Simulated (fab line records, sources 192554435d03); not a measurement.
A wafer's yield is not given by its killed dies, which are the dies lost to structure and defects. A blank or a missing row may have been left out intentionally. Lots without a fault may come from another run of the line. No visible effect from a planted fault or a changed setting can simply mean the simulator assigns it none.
Which of the tools did it? | flow n5Finfet | 10 lots, 27 wafers sampled, at 1 step of a route of 1938

## WHAT THE GAUGES SHOWED, per wafer
N5_SD_ACTIVATION_INSPECT_02: inspects for defects (darkfield).
lot  | measured    | on               | rawDefectCount
L853 | day 3 17:56 | defectInspect-01 | 201 190 164
L855 | day 4 04:55 | defectInspect-02 | 178 147 182
L858 | day 5 00:40 | defectInspect-02 | 134 109 105
L861 | day 5 19:49 | defectInspect-02 | 126 133 159
L862 | day 6 01:23 | defectInspect-02 | 171 162 196
L863 | day 6 06:55 | defectInspect-02 | 154 102 137
L867 | day 7 03:25 | defectInspect-01 | 156 157
L870 | day 7 22:26 | defectInspect-02 | 151 157
L872 | day 8 10:47 | defectInspect-01 | 195 165
L874 | day 9 04:08 | defectInspect-02 | 105 164 126

## TOOL THAT RAN EACH LOT (tool first, then ch and the chambers of the sampled wafers, then the start)
The record holds no process step before these readings.

## THE ANSWER, worked out from the rows above alone
Rule: the lots themselves supply what counts as usual. The widest of any qualifying gaps counts: lots, ordered by their means at a reading, are off when they make up no more than a third of the lots, leave a main group of 4 or more, and stand apart from it by 3 or more times the standard deviation of that group's means. Not used: any main group whose means are identical at the precision the tables above print for the reading. Also off: a lot with no number at a reading for which 4 or more lots have one. All remaining lots with rows at the step are treated as sound.
No lot is off at any reading shown: from this, nothing can be told.

## WHAT WAS PUT IN BY THE SIMULATOR
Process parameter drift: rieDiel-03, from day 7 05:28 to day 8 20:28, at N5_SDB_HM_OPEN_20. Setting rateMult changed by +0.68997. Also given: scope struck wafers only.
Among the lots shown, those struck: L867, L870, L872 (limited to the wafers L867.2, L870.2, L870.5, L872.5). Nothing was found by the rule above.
